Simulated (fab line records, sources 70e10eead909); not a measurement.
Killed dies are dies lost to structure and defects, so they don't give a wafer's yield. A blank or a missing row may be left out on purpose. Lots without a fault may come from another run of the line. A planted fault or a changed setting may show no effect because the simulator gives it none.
fab line records | flow nand_harc
record lots=5 wafers=15 last_day=31
route steps=1302 shown A_WL_FILL@960 A_CONTACT@983 END@1302
lots that met no fault: from a run of the same line without faults
start_h: hours from the record's first day to the start of the lot's first wafer shown | wait_h: hours since the lot's step before | " the same as in the row above | L1.1+2: a row that stands for several wafers | - no value, or no start given | * or withheld: withheld | < > ~ a bound
route shown NAME@n: a module of which the file shows steps, and the number in the route of the first | usual: mean/standard deviation of fault-free wafers | same: alike in all rows | chamber/n: place in a boat | sites: the reading at each site | _std_site: their standard deviation | _edge_site: outer sites' mean less inner sites' | radius_mm: how far each site lies from the wafer's centre | mask NAME#n: copy n | behind: the tool/chamber that last shaped the wafer | hold: why the lot was held/for how many hours/how that ended | device: the transistor (n, p or np) that didn't switch | end of line: the same wafers' tests at the end of the route | a step without rows: its recipe alone | killed: dies lost to structure and defects at the first sort, not the wafer's yield | map: a wafer's dies, x killed, . not, _ none there
set.NAME: the setting as run; set.NAME@STEP: as run at that earlier step | model.NAME: the simulator's own value behind a step, which no gauge read
lots at some steps of the route; a table a step, a row a wafer
services: from which hour (start_h, from the record's first day; less than 0 if before it) a tool's chamber was out of use, for how many hours, and why
## steps
# step NHARC_A_WL_FILL_STRIP_28
# recipe time_s=1200 temp_c=72.5 chemistry=post_etch_residue_remover
# step NHARC_A_WL_FILL_PRECLEAN_06
# recipe time_s=300 chemistry=DIW
# step NHARC_A_WL_FILL_SRD_07
# step NHARC_A_WL_FILL_ANNEAL_08
# recipe temp_c=450 time_s=1800
# step NHARC_A_WL_FILL_ALD_10
# recipe target_thk_a=500 pulse_time_s=10 ald_cycles=500 temp_c=300 material=SiO2
# usual heater_power_outer_w=256/24 heater_power_w=470/36 precursor_pulse_height_rel=0.999/0.021 susceptor_temp_C=299.99/0.18
# columns lot.wafer tool chamber start_h wait_h heater_power_outer_w heater_power_w precursor_pulse_height_rel susceptor_temp_C
L246.2 ald_hk-02 3 502.49 0.6 290 484 0.973 299.96
L246.3 " 0 " " 281 510 0.997 299.92
L246.5 " 2 504.05 2.1 271 450 1.043 299.86
L251.2 ald_hk-02 1 545.24 1.1 305 500 0.975 299.93
L251.3 " 3 547.27 3.1 278 464 1.008 299.87
L251.5 " 0 548.29 4.1 292 548 0.971 300.22
L255.4 ald_hk-03 0 589.50 0.0 259 458 1.023 300.09
L255.3 " 1 " " 219 433 0.994 299.93
L255.2 " 3 591.04 1.6 248 448 1.015 299.93
L260.1 ald_hk-01 2 630.14 1.6 261 451 0.981 300.16
L260.5 " 3 " " 244 479 1.008 299.96
L260.6 " 0 " " 277 503 1.013 300.02
L259.2 ald_hk-03 1 632.29 0.1 218 435 1.016 300.00
L259.3 " 3 633.32 1.1 245 452 0.982 300.14
L259.6 " 1 634.34 2.1 220 430 0.983 299.76
# step NHARC_A_WL_FILL_ETCHBACK_16
# recipe target_depth_a=1200 time_s=24 c4f8_flow_sccm=withheld o2_flow_sccm=8 ar_flow_sccm=withheld rf_w=600 bias_w=800 chemistry=C4F8/O2/Ar
# usual oes_product_au=0.98/0.031 rf_vpp_V=725/4.8
# columns lot.wafer tool chamber start_h wait_h oes_product_au rf_hours_counter_h rf_vpp_V
L246.2 rie_diel-12 1 - - 0.96 1.6 724
L246.3 " 3 " " 0.95 1.7 726
L246.5 " 0 " " 0.95 - 729
L251.3 rie_diel-01 1 - - 0.98 7.2 721
L251.2 " 2 " " 0.98 7.9 730
L251.5 " 1 " " 0.98 - 722
L255.4 rie_diel-01 3 - - 1.01 1.4 716
L255.2 " 0 " " 1.00 1.1 723
L255.3 " 1 " " 0.99 1.1 723
L260.1 rie_diel-12 2 - - 1.01 0 728
L260.6 " 1 " " 1.01 - 725
L260.5 " 2 " " 1.03 - 730
L259.2 rie_diel-12 1 - - 1.00 0.0 725
L259.3 " 3 " " 1.01 0.0 723
L259.6 " 0 " " 1.00 - 730
# step NHARC_A_WL_FILL_STRIP_29
# recipe time_s=20 o2_flow_sccm=500 ar_flow_sccm=0 bias_w=0 chemistry=O2
# step NHARC_A_WL_FILL_ETCHBACK_17
# recipe target_depth_a=40 time_s=26.7 chemistry=Cl2/BCl3
# step NHARC_A_WL_FILL_PRECLEAN_18
# recipe time_s=30 chemistry=dHF
# step NHARC_A_WL_FILL_SRD_21
# step NHARC_A_WL_FILL_CVD_23
# recipe target_thk_a=400 temp_c=620 pressure_mtorr=200 time_s=800 material=poly-Si
# step NHARC_A_WL_FILL_ETCHBACK_26
# recipe target_depth_a=520 time_s=13.3 hbr_flow_sccm=150 rf_w=350 icp_w=350 bias_w=60 chemistry=HBr
# usual drypump_motor_current_A=5.8/0.3 oes_product_au=1.003/0.011 throttle_valve_pct=23.266/0.0091
# columns lot.wafer tool chamber start_h wait_h drypump_motor_current_A oes_product_au rf_hours_counter_h throttle_valve_pct
L246.2 rie_si-05 3 511.99 0.4 5.4 0.997 0.1 23.288
L246.3 " 0 " " 5.4 0.991 0.1 23.262
L246.5 " 3 " " 5.4 0.996 - 23.268
L251.2 rie_si-01 0 557.27 0.4 5.5 1.011 0 23.258
L251.3 " 2 " " 6.2 1.019 0 23.278
L251.5 " 0 " " 5.6 1.005 - 23.260
L255.2 rie_si-05 0 599.46 0.4 5.4 0.998 0.8 23.280
L255.3 " 1 " " 5.6 1.010 0.7 23.263
L255.4 " 2 " " 5.8 0.990 0.7 23.257
L260.1 rie_si-05 0 638.58 0.4 5.4 0.995 1.1 23.260
L260.6 " 2 " " 5.8 0.999 - 23.258
L260.5 " 3 " " 5.4 0.993 - 23.279
L259.2 rie_si-01 0 642.19 0.4 5.5 1.010 0.7 23.249
L259.3 " 2 " " 6.2 1.017 0.3 23.271
L259.6 " 1 " " 6.1 0.989 - 23.259
# step NHARC_A_WL_FILL_PRECLEAN_30
# recipe time_s=10 chemistry=dHF
# step NHARC_A_WL_FILL_SRD_14
# step NHARC_A_WL_FILL_ALD_19
# recipe target_thk_a=20 pulse_time_s=3 ald_cycles=100 temp_c=450 material=TiN
# step NHARC_A_WL_FILL_CVD_20
# recipe target_thk_a=1000 temp_c=400 pressure_torr=40 wf6_flow_sccm=40 h2_flow_sccm=1600 ar_flow_sccm=1560 time_s=74 material=W
# usual chamber_pressure_Torr=40.00/0.09 heater_power_outer_w=487/26 heater_power_w=806/50 susceptor_temp_C=399.99/0.17 throttle_valve_pct=7.90/0.18
# columns lot.wafer tool chamber start_h wait_h chamber_pressure_Torr heater_power_outer_w heater_power_w susceptor_temp_C throttle_valve_pct
L246.2 cvd_w-02 0 - - 40.08 519 822 400.06 8.08
L246.3 " 0 " " 40.13 528 831 399.70 7.61
L246.5 " 1 " " 40.01 449 706 399.88 7.93
L251.2 cvd_w-02 1 - - 40.01 464 737 - 8.21
L251.3 " 1 " " 39.94 458 736 - 8.33
L251.5 " 1 " " 39.93 454 740 - 7.96
L255.2 cvd_w-01 1 - - 40.04 492 851 400.00 8.06
L255.3 " 0 " " 39.95 488 809 400.03 7.94
L255.4 " 1 " " 40.09 476 856 399.92 7.88
L260.1 cvd_w-01 0 - - 39.96 481 829 399.78 7.96
L260.6 " 0 " " 39.99 481 841 399.85 7.83
L260.5 " 1 " " 39.92 495 856 400.01 7.92
L259.2 cvd_w-01 0 - - 40.00 466 822 - 8.00
L259.3 " 0 " " 40.12 484 816 - 8.15
L259.6 " 0 " " 39.97 481 840 - 8.06
# step NHARC_A_WL_FILL_CMP_12
# recipe t_overpolish_s=30 target_thk_nm=100
# usual edge_zone_pressure_frac=1.000/0.0046 motor_current_A=11.8/1.2 overpolish_run_s=29.999/0.0094 time_to_endpoint_s=20.0/2.8
# columns lot.wafer tool chamber start_h wait_h edge_zone_pressure_frac motor_current_A overpolish_run_s time_to_endpoint_s
L246.2 cmp-02 1 512.64 0.2 1.000 13.2 30.004 17.1
L246.3 " 0 " " 1.003 10.8 29.995 21.2
L246.5 " 1 " " 1.002 13.3 30.011 16.6
L251.2 cmp-02 2 557.93 0.2 0.995 10.7 30.010 20.7
L251.3 " 0 " " 0.999 11.0 29.997 16.7
L251.5 " 2 " " 0.995 11.2 29.996 19.6
L255.3 cmp-02 0 600.12 0.1 1.000 10.7 30.008 19.0
L255.2 " 1 " " 1.004 13.3 30.005 15.6
L255.4 " 2 " " 0.994 10.5 30.000 22.4
L260.1 cmp-04 1 639.26 0.2 1.003 12.4 29.987 25.1
L260.6 " 3 " " 1.004 11.9 29.987 21.6
L260.5 " 0 " " 0.999 12.3 30.002 22.6
L259.2 cmp-01 2 642.87 0.2 1.001 12.0 29.989 20.6
L259.3 " 0 " " 0.991 10.7 30.007 18.5
L259.6 " 2 " " 1.000 11.6 29.995 20.7
# step NHARC_A_WL_FILL_SRD_31
# step NHARC_A_CONTACT_DEP_24
# recipe target_thk_a=5000 temp_c=400 pressure_torr=6.5 rf_w=900 teos_flow_sccm=161.4 flow_sccm=2650 target_thk_nm=500 gas=O2 material=SiO2
# usual chamber_pressure_Torr=6.500/0.015 heater_power_outer_w=262/69 heater_power_w=496/92 mfc_precursor_sccm=161.5/0.44 susceptor_temp_C=400.01/0.22 throttle_valve_pct=16.0/0.35
# columns lot.wafer tool chamber start_h wait_h hold chamber_pressure_Torr heater_power_outer_w heater_power_w mfc_precursor_sccm susceptor_temp_C throttle_valve_pct
L246.3 pecvd-01 2 513.17 0.1 - 6.495 288 509 161.0 399.92 16.5
L246.2 " 1 " " - 6.472 338 609 161.5 400.30 16.0
L246.5 " 0 " " - 6.532 201 415 162.0 400.16 15.9
L251.2 pecvd-01 2 558.44 0.1 - 6.539 327 552 162.0 400.20 16.5
L251.3 " 0 " " - 6.486 226 437 160.5 400.27 16.0
L251.5 " 0 " " - 6.510 140 325 161.8 400.02 15.8
L255.3 pecvd-04 0 600.63 0.1 - 6.525 266 484 161.3 400.01 16.3
L255.2 " 1 " " - 6.529 192 393 162.3 400.32 15.9
L255.4 " 1 " " - 6.525 215 436 161.3 400.44 15.7
L260.1 pecvd-01 0 639.80 0.1 - 6.492 225 432 161.3 400.03 16.1
L260.5 " 0 " " - 6.520 140 328 161.4 399.80 16.1
L260.6 " 1 " " - 6.517 356 648 162.1 399.97 16.2
L259.3 pecvd-01 2 648.19 4.7 await_dispo/4.6h/release 6.499 283 507 161.3 399.84 16.4
L259.2 " 0 " " await_dispo/4.6h/release 6.518 220 430 161.7 399.90 16.1
L259.6 " 1 " " await_dispo/4.6h/release 6.488 398 700 161.2 400.06 16.0
# step NHARC_END_SORT_01
# recipe temp_c=25
# usual killed_at_array=55/20 killed_at_other=1.2/1.3 killed_at_periphery=4.0/3 killed_dies=60/21 killed_open=3.2/1.9 killed_short=2.5/1.6
# same gross_dies=677
# columns lot.wafer tool chamber start_h wait_h killed_at_array killed_at_other killed_at_periphery killed_dies killed_open killed_short
L246.2 prober-02 0 589.51 2.8 21 1 4 26 3 4
L246.3 prober-02 0 590.33 3.1 31 1 5 37 5 3
L246.5 prober-02 0 591.96 3.8 24 0 9 33 4 3
L255.3 prober-01 0 686.31 3.1 56 0 2 58 3 3
L255.4 prober-01 0 687.10 3.4 42 0 9 51 1 1
L259.2 prober-01 0 749.71 2.8 109 0 7 116 3 2
L259.3 prober-01 0 750.51 3.1 72 0 2 74 1 1
L259.6 prober-01 0 752.89 4.0 108 0 0 108 1 1
# killed by level:class
L246.2 A_CHANNEL_HOLE_D2:chamber_film_flake=10 P_M1:chamber_film_flake=3 A_M0:geometric_particle:open=2 A_SLIT:chamber_film_flake=2 A_CONTACT:chamber_film_flake=2 P_CONTACT:geometric_particle:short=1 A_ONON_D1:geometric_particle:short=1 A_ONON_D1:geometric_particle:open=1
L246.3 A_CHANNEL_HOLE_D2:chamber_film_flake=16 A_SLIT:chamber_film_flake=3 A_CHANNEL_FILL_D2:geometric_particle:short=2 P_GATE:chamber_film_flake=2 P_M1:chamber_film_flake=2 P_M0:geometric_particle:short=1 A_CHANNEL_FILL_D1:geometric_particle:open=1 A_DECK1_JOINT:geometric_particle:open=1
L246.5 A_CHANNEL_HOLE_D2:chamber_film_flake=8 A_CONTACT:chamber_film_flake=4 A_CHANNEL_FILL_D1:geometric_particle:open=3 P_M1:chamber_film_flake=3 A_CHANNEL_HOLE_D1:chamber_film_flake=3 P_GATE:chamber_film_flake=2 P_M0:chamber_film_flake=2 P_M0:geometric_particle:short=1
L255.3 A_SLIT:chamber_film_flake=26 A_CHANNEL_HOLE_D2:chamber_film_flake=11 A_CHANNEL_HOLE_D1:chamber_film_flake=4 A_CONTACT:chamber_film_flake=4 A_STAIRCASE:chamber_film_flake=3 P_M1:geometric_particle:open=1 A_ONON_D2:geometric_particle:short=1 A_CHANNEL_FILL_D2:geometric_particle:short=1
L255.4 A_SLIT:chamber_film_flake=15 A_CHANNEL_HOLE_D2:chamber_film_flake=8 A_CONTACT:chamber_film_flake=7 A_CHANNEL_HOLE_D1:chamber_film_flake=5 P_BONDPAD:chamber_film_flake=4 P_ZERO_WELL:chamber_film_flake=2 P_GATE:chamber_film_flake=2 A_STAIRCASE:chamber_film_flake=2
L259.2 A_WL_FILL:unspecified=50 A_CHANNEL_HOLE_D2:chamber_film_flake=21 A_CHANNEL_HOLE_D1:chamber_film_flake=10 A_SLIT:chamber_film_flake=7 A_ZERO_WELL:chamber_film_flake=5 A_WL_FILL:chamber_film_flake=4 P_STI:chamber_film_flake=3 A_CONTACT:chamber_film_flake=3
L259.3 A_WL_FILL:unspecified=48 A_CHANNEL_HOLE_D2:chamber_film_flake=12 A_CHANNEL_HOLE_D1:chamber_film_flake=5 P_STI:chamber_film_flake=2 A_STAIRCASE:chamber_film_flake=2 A_CONTACT:chamber_film_flake=2 A_ONON_D1:geometric_particle:open=1 A_WL_FILL:geometric_particle:short=1
L259.6 A_WL_FILL:unspecified=68 A_CHANNEL_HOLE_D2:chamber_film_flake=16 A_SLIT:chamber_film_flake=7 A_CHANNEL_HOLE_D1:chamber_film_flake=7 A_CONTACT:chamber_film_flake=5 A_CHANNEL_FILL_D1:geometric_particle:short=1 A_DECK1_JOINT:geometric_particle:open=1 A_CHANNEL_FILL_D1:chamber_film_flake=1
## services
# columns tool chamber start_h hours kind
rie_si-05 - 482.00 9.0 pm
rie_si-01 2 487.05 13.2 repair
rie_diel-12 - 488.89 0.6 repair
pecvd-01 - 492.00 13.0 pm
cmp-02 - 503.80 2.2 repair
cvd_w-01 0 510.62 3.7 repair
cmp-02 - 518.08 2.4 repair
cmp-02 - 526.50 4.0 pm
cmp-02 - 531.11 1.3 repair
cvd_w-01 - 547.02 13.0 pm
rie_diel-12 - 550.33 1.0 repair
rie_diel-12 - 554.55 1.1 repair
rie_diel-12 1 556.63 8.4 repair
pecvd-01 - 571.56 0.4 repair
cvd_w-01 - 576.62 2.2 repair
cmp-02 - 583.09 1.7 repair
rie_si-05 2 587.87 1.0 repair
cmp-02 - 597.81 1.5 repair
rie_si-05 1 620.50 4.1 repair
rie_si-05 2 621.81 8.1 repair
rie_diel-12 1 622.21 10.0 repair
rie_diel-12 - 622.40 9.0 pm
cmp-02 - 624.50 4.0 pm
rie_si-05 0 646.36 9.0 repair
## key
first_sign step=NHARC_END_SORT_01 reading=killed_at_array direction=up sigmas=2 usual=55 struck=96
more_kills_born_at NHARC_A_WL_FILL_ETCHBACK_26@rie_si-01=166
met_at NHARC_A_WL_FILL_ETCHBACK_26
struck_wafers L259.2,L259.3,L259.6
tester_left_out L259
onset_between 557.27 642.19
also_fits time
fault kind=chamber_particle_source tool=rie_si-01 chamber=- onset_h=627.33 steps=NHARC_A_WL_FILL_ETCHBACK_26 rate_per_visit_cm2=0.54181 end_h=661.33
# tester_left_out: of these lots the tester's yield and bins aren't shown, on N5 and GAA mostly nor the transistor test; their killed dies are dies lost to structure and defects alone, not to doping, threshold or leakage, so they don't give the yield
